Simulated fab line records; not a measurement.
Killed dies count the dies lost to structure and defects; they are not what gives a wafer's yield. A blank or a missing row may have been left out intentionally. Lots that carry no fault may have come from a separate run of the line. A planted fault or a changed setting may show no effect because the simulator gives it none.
Matching of chambers    flow n5-finfet    4 sister chambers for N5_FIN_SAQP_HM_OPEN_33 on rie-diel-04
The step chemistry CH3F/O2, target SiNx, target depth 49.4 nm, time 70.6 s. 4 wafers are shown with their chamber, then 7 later ones without.

EACH WAFER AND ITS CHAMBER
wafer   chamber  showerhead-plenum-p-Torr (Torr)
L075.5  3        2.07
L090.6  0        1.89
L092.1  1        1.95
L092.2  2        1.99

WAFERS WITH NO CHAMBER GIVEN
wafer   showerhead-plenum-p-Torr (Torr)
L092.5  2.05
L093.1  1.88
L093.4  1.99
L093.5  1.88
L097.3  2.05
L097.4  1.95
L097.5  1.98

THE CHAMBER EACH PASSED THROUGH
wafer   from the rows above      in truth
L092.5  3                        3
L093.1  0                        0
L093.4  2                        2
L093.5  0                        0
L097.3  3                        3
L097.4  1                        1
L097.5  can't be placed: 2 or 1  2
Placed correctly: 6 of 7. Unplaceable from these rows: 1, with the true chamber sitting among the candidates in 1. Placed wrongly: 0.
How it was worked out, from the rows above alone: a wafer's distance from a chamber is the root of the sum, over the readings, of the square of ((its reading less the chamber's mean) divided by the reading's scatter). If the next closest chamber is less than 2 further off than the closest, the wafer can't be placed; otherwise it belongs to the closest. Each chamber's mean is taken over the wafers shown for it. The scatter: with one shown wafer a chamber, the root of the mean of the squares of how far each hidden wafer lies from its nearest shown one.
